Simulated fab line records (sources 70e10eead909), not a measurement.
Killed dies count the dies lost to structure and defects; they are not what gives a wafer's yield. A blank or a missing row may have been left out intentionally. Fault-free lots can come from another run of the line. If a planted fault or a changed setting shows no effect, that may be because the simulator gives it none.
Matching of chambers ; flow nandHarc ; NHARC_A_STAIRCASE_CMP_450 on cmp-03 has 4 sister chambers
The step polishes SiO2, target thk 200 nm. 4 wafers are shown with their chamber, then 10 later ones without.

== WAFERS, EACH WITH ITS CHAMBER ==
wafer;chamber;motorCurrentA (A)
L084.6;2;13.1
L087.4;3;11.3
L086.2;0;12.1
L086.3;1;9.5

== WAFERS WITHOUT THEIR CHAMBER ==
wafer;motorCurrentA (A)
L086.5;14.1
L086.1;12.1
L086.4;13.1
L086.6;10.2
L085.2;11.8
L085.3;12.2
L085.4;9.5
L092.1;12.2
L092.2;12.0
L092.5;9.1

== WHICH CHAMBER EACH WENT THROUGH ==
wafer;from the rows above;in truth
L086.5;2;2
L086.1;can't be placed: 0 or 3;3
L086.4;2;2
L086.6;can't be placed: 1 or 3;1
L085.2;can't be placed: 0 or 3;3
L085.3;can't be placed: 0 or 3 or 2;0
L085.4;1;1
L092.1;can't be placed: 0 or 3 or 2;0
L092.2;can't be placed: 0 or 3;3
L092.5;1;1
Correct placement for 4 of the 10. From these rows, 6 cannot be placed; in 6 the true chamber is one of the candidates. 0 placed wrongly.
How it was worked out, from the rows above alone: a wafer's distance from a chamber is the root of the sum, over the readings, of the square of ((its reading less the chamber's mean) divided by the reading's scatter). The wafer belongs to the nearest chamber; if the next one is less than 2 further off, it can't be placed. A chamber's mean is the mean of its shown wafers. The scatter: with one shown wafer a chamber, the root of the mean of the squares of how far each hidden wafer lies from its nearest shown one.
